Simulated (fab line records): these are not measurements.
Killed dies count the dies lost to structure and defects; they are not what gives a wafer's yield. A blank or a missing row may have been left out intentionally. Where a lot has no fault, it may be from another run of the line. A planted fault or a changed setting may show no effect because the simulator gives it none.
Struck lot and sound lot, side by side ; flow nand_harc ; 15 steps out of a route of 1159
Sound: wafers L289.1, L289.4, L289.6. Struck: wafers L301.4, L301.6 (left out: L301.1, a lot-mate that was not struck); the cause follows at the end.
At each step with rows: each side's tool, then ch and its chambers, then its first start. Under that, the readings that differ: sound wafers ; struck wafers ; difference of the means ; sigmas: that difference in standard deviations of wafers without a fault.
alike: same words and numbers on both sides, and readings whose means sit less than 2 such deviations apart. not compared: any withheld reading, any reading some wafer has no value for, any bound like >300 that may hide the same value, and any number with overlapping values for which the record gives no deviation.
A row with sigmas, a row that says differs or no value, or rows on one side alone: a step with any of these is where the two part. Numbers that have no deviation but don't overlap get no sigmas and don't part them. A reading missing from all wafers of one side parts the sides only when that side holds two or more wafers.

first, 1 step without rows for these wafers: NHARC_A_ONON_D1_DEP_03 (target thk 1000 nm).
NHARC_A_ONON_D1_THK_MEAS_05: measures by ellipsometry.
  sound on film_metro-02, day 9 02:37; struck on film_metro-02, day 12 09:29
  alike: thk_nm
after that, 1 step with no rows for these wafers: NHARC_A_ONON_D1_DEP_06 (target thk 1000 nm).
NHARC_A_ONON_D1_THK_MEAS_08: measures by ellipsometry.
  sound on film_metro-01, day 9 03:11; struck on film_metro-01, day 12 10:03
  alike: thk_nm
after that, 1 step with no rows for these wafers: NHARC_A_ONON_D1_DEP_09 (target thk 1000 nm).
NHARC_A_ONON_D1_THK_MEAS_11: measures by ellipsometry.
  sound on film_metro-01, day 9 03:45; struck on film_metro-01, day 12 10:37
  alike: thk_nm
after that, 1 step with no rows for these wafers: NHARC_A_ONON_D1_DEP_12 (target thk 1000 nm).
NHARC_A_ONON_D1_THK_MEAS_14: measures by ellipsometry.
  sound on film_metro-02, day 9 04:19; struck on film_metro-02, day 12 11:11
  alike: thk_nm
then, 2 steps without rows for these wafers: NHARC_A_ONON_D1_ANNEAL_15 (time 3600 s); NHARC_A_ONON_D1_DEP_16 (target thk 1000 nm).
NHARC_A_ONON_D1_THK_MEAS_18: measures by ellipsometry.
  sound on film_metro-02, day 9 11:27; struck on film_metro-02, day 12 18:19
  alike: thk_nm
NHARC_A_ONON_D1_DEP_19: target thk 1000 nm.
  sound on pecvd_onon-04 ch 0, day 9 11:30; struck on pecvd_onon-04 ch 0, day 12 18:22
NHARC_A_ONON_D1_THK_MEAS_21: measures by ellipsometry.
  sound on film_metro-01, day 9 12:01; struck on film_metro-01, day 12 18:53
reading;sound;struck;difference;sigmas
thk_nm (nm);1009 1011 1013;543 543;-468;-62
after that, 1 step with no rows for these wafers: NHARC_A_ONON_D1_DEP_22 (target thk 1000 nm).
-- jump in the record: it breaks off in module A_ONON_D1 and resumes in module END (first step shown: number 1159 of the route), and 11 days separate the struck wafers' starts before and after --
NHARC_END_SORT_01:
  only the struck wafers appear in the record here, on prober-01 ch 0 at day 24 05:38; the sound ones have no rows

## WHERE THEY PART
Last at NHARC_END_SORT_01 as far as this record goes, first at NHARC_A_ONON_D1_THK_MEAS_21.

WHY: what had been put in by the simulator
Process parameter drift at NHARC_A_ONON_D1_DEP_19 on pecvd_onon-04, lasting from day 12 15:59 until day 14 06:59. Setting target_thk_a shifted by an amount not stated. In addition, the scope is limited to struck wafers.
